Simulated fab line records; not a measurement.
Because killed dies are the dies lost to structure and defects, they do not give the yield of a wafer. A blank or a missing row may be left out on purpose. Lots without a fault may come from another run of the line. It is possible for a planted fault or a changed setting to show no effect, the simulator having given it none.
The same fault as seen by 3 desks / flow nand_harc / only its own numbers are on each desk; what lay behind them is given at the end

== THE TOOL OWNER'S DESK: rie_diel-11 ==
The tool's own readings at NHARC_A_CONTACT_ETCH_51 (etches the open film in O2/COS, target depth 7000 nm, time 1820 s): means of the sampled wafers that have a number, for each lot that ran on this tool. Any lot whose mean is over 4 standard deviations away from the usual mean is out of limits and marked OUT; that distance is given in the brackets.
Columns: A = drypump_motor_current_A at NHARC_A_CONTACT_ETCH_51, usual 5.9 A; B = oes_product_au at NHARC_A_CONTACT_ETCH_51, usual 1.005 a.u.; C = rf_vpp_V at NHARC_A_CONTACT_ETCH_51, usual 313.6 V; D = run_length_s at NHARC_A_CONTACT_ETCH_51, usual 1841.1 s; E = showerhead_plenum_p_Torr at NHARC_A_CONTACT_ETCH_51, usual 3.09 Torr; F = throttle_valve_pct at NHARC_A_CONTACT_ETCH_51, usual 28.332 %
lot=L527; first seen here=day 27 04:28; A=5.7; B=1.012; C=314.4; D=1841.1; E=3.14; F=28.337
lot=L531; first seen here=day 28 22:04; A=5.9; B=1.013; C=312.4; D=1840.6; E=3.02; F=28.334
lot=L535; first seen here=day 30 08:57; A=6.0; B=1.017; C=315.1; D=1752.4 (-99 or more) OUT; E=3.19; F=28.335
lot=L534; first seen here=day 30 10:24; A=6.0; B=1.010; C=315.0; D=1663.1 (-99 or more) OUT; E=3.18; F=28.333
This desk finds L534, L535 out of limits, L535 being first, at day 30 08:57 (run_length_s at NHARC_A_CONTACT_ETCH_51). L527, L531 stayed within limits.

== AT THE METROLOGY DESK ==
What the gauges read, lot by lot, whatever tool the lot ran on: means of the sampled wafers that have a number. Any lot whose mean is over 4 standard deviations away from the usual mean is out of limits and marked OUT; that distance is given in the brackets.
Columns: A = cd_nm at NHARC_A_CONTACT_CD_MEAS_42, usual 299.9 nm
lot=L512; first seen here=day 21 10:03; A=300.1
lot=L513; first seen here=day 21 14:10; A=299.5
lot=L514; first seen here=day 21 23:05; A=300.6
lot=L516; first seen here=day 23 10:37; A=300.1
lot=L518; first seen here=day 23 22:14; A=299.8
lot=L520; first seen here=day 24 19:49; A=300.0
lot=L521; first seen here=day 25 03:09; A=299.2
lot=L522; first seen here=day 25 03:34; A=299.7
lot=L524; first seen here=day 26 08:02; A=299.0
lot=L527; first seen here=day 27 03:40; A=300.7
lot=L531; first seen here=day 28 21:08; A=300.4
lot=L535; first seen here=day 30 08:09; A=299.5
lot=L534; first seen here=day 30 09:34; A=300.3
Result from this desk: across the 13 lots, nothing is out of limits.

== THE DEFECT DESK ==
Lot by lot, what the route's inspections counted, given as the mean of those sampled wafers with a number. Any lot whose mean is over 4 standard deviations away from the usual mean is out of limits and marked OUT; that distance is given in the brackets.
Columns: A = raw_defect_count at NHARC_A_WL_FILL_INSPECT_15, usual 447
lot=L512; first seen here=day 21 04:24; A=314
lot=L513; first seen here=day 21 04:32; A=533
lot=L514; first seen here=day 21 17:14; A=400
lot=L516; first seen here=day 23 04:58; A=476
lot=L518; first seen here=day 23 16:38; A=446
lot=L520; first seen here=day 24 13:07; A=502
lot=L521; first seen here=day 24 21:41; A=587
lot=L522; first seen here=day 24 21:52; A=511
lot=L524; first seen here=day 26 02:25; A=586
lot=L527; first seen here=day 26 20:59; A=415
lot=L531; first seen here=day 28 15:16; A=425
lot=L535; first seen here=day 30 02:34; A=447
lot=L534; first seen here=day 30 02:43; A=537
Result from this desk: across the 13 lots, nothing is out of limits.

== TAKEN TOGETHER ==
On L534, L535, at day 30 08:57, an alarm was possible from the tool owner's desk.
Metrology desk: nothing out of limits seen.
Nothing out of limits was seen by the defect desk.
The metrology desk has L534, L535 on record, within its limits.
The defect desk has L534, L535 on record, within its limits.
On rie_diel-11, each named lot ran NHARC_A_CONTACT_ETCH_51.

== WHAT THE SIMULATOR HAD INSERTED ==
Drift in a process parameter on rie_diel-11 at NHARC_A_CONTACT_ETCH_51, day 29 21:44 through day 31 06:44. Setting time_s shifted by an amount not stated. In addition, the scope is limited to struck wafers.
Struck lots among those shown: L534, L535.
How many hours passed from the start of the fault until each desk's first out-of-limits reading: the tool owner's desk, 11.
